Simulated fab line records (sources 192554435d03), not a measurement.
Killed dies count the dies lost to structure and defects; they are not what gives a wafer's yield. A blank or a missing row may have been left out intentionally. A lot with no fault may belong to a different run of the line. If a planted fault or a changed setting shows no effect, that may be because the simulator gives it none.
What tool caused it? + flow n5-finfet + 28 wafers from 11 lots sampled at 4 of the route's 1938 steps

WHAT THE GAUGES SHOWED, per wafer
N5_BEOL_M3_THK_MEAS_01.
| lot  | measured     | on            | M3_ILD_THK (nm)  |
|------|--------------|---------------|------------------|
| L958 | day 7 15:08  | film-metro-02 | 78.4 77.5 79.5   |
| L959 | day 7 21:38  | film-metro-02 | 78.2 80.3        |
| L961 | day 7 23:41  | film-metro-01 | 77.1 79.8        |
| L960 | day 8 04:33  | film-metro-02 | 78.3 80.0        |
| L964 | day 8 13:19  | film-metro-01 | 78.3 78.1 78.7   |
| L968 | day 11 00:30 | film-metro-02 | 78.4 79.2        |
| L969 | day 11 00:47 | film-metro-01 | 79.0 79.9 80.8   |
| L971 | day 11 06:50 | film-metro-01 | 77.6 79.0 78.7   |
| L970 | day 11 07:23 | film-metro-02 | 115.2 116.4 80.3 |
| L972 | day 11 16:15 | film-metro-02 | 114.7 78.7 79.3  |
| L979 | day 13 01:28 | film-metro-01 | 113.6 116.3      |

EACH LOT AND THE TOOL THAT RAN IT (in order: tool; ch and the chambers of the sampled wafers; start)
| lot  | N5_BEOL_M2_ANNEAL_51             | N5_BEOL_M2_PRE_CLEAN_60         | N5_BEOL_M3_ILD_DEP_00           |
|------|----------------------------------|---------------------------------|---------------------------------|
| L958 | rtp-anneal-01 ch 0, day 7 14:10  | cvd-co-02 ch 0,1,2, day 7 14:47 | pecvd-04 ch 0,2, day 7 15:05    |
| L959 | rtp-anneal-02 ch 0, day 7 20:45  | cvd-co-01 ch 1,2, day 7 21:17   | pecvd-04 ch 0,2, day 7 21:34    |
| L961 | rtp-anneal-02 ch 0, day 7 22:46  | cvd-co-02 ch 0,2, day 7 23:19   | pecvd-04 ch 0,2, day 7 23:37    |
| L960 | rtp-anneal-01 ch 0, day 8 03:34  | cvd-co-02 ch 0,1, day 8 04:12   | pecvd-04 ch 0,1, day 8 04:29    |
| L964 | rtp-anneal-01 ch 0, day 8 12:19  | cvd-co-02 ch 1,2, day 8 12:57   | pecvd-03 ch 0,2, day 8 13:14    |
| L968 | rtp-anneal-02 ch 0, day 10 23:31 | cvd-co-02 ch 1, day 11 00:08    | pecvd-04 ch 1,2, day 11 00:26   |
| L969 | rtp-anneal-01 ch 0, day 10 23:49 | cvd-co-02 ch 0,2, day 11 00:26  | pecvd-04 ch 0,2, day 11 00:44   |
| L971 | rtp-anneal-01 ch 0, day 11 05:53 | cvd-co-02 ch 1,2, day 11 06:28  | pecvd-04 ch 2, day 11 06:45     |
| L970 | rtp-anneal-02 ch 0, day 11 06:22 | cvd-co-02 ch 0,1, day 11 07:01  | pecvd-04 ch 1,2, day 11 07:18   |
| L972 | rtp-anneal-01 ch 0, day 11 15:15 | cvd-co-02 ch 1,2, day 11 15:53  | pecvd-04 ch 0,1,2, day 11 16:11 |
| L979 | rtp-anneal-02 ch 0, day 13 00:27 | cvd-co-02 ch 0,2, day 13 01:05  | pecvd-04 ch 1, day 13 01:23     |
- N5_BEOL_M2_ANNEAL_51: time 90 s.
- N5_BEOL_M2_PRE_CLEAN_60: time 15 s.
- N5_BEOL_M3_ILD_DEP_00: deposits SiOC from DEMS/O2, target thk 79 nm, time 15.3 s.

THE ANSWER, worked out from the rows above alone
Rule: the usual values come from the lots themselves. Put in order of their means at a reading, lots are off if they are a third of the lots or fewer, leave a main group of 4 or more, and stand apart from it by a gap of 3 or more times the standard deviation of the main group's means; of several such gaps the widest counts. The tables above print the reading to a certain number of digits; a main group whose means all agree to those digits is not used. Also off: a lot with no number at a reading for which 4 or more lots have one. All remaining lots with rows at the step are treated as sound.
Off: L970, L972, L979, seen at N5_BEOL_M3_THK_MEAS_01 (M3_ILD_THK). The main group has a mean of 78.9 nm with a standard deviation of 0.51.
A tool fits if, at a process step before that reading, it ran every lot that is off, and no sound lot after the first of them. Gauges at N5_BEOL_M3_THK_MEAS_01: tried the same way as those tools. This does not decide it: 2 tools fit, namely cvd-co-02 at N5_BEOL_M2_PRE_CLEAN_60 and pecvd-04 at N5_BEOL_M3_ILD_DEP_00.

WHAT THE SIMULATOR PUT IN
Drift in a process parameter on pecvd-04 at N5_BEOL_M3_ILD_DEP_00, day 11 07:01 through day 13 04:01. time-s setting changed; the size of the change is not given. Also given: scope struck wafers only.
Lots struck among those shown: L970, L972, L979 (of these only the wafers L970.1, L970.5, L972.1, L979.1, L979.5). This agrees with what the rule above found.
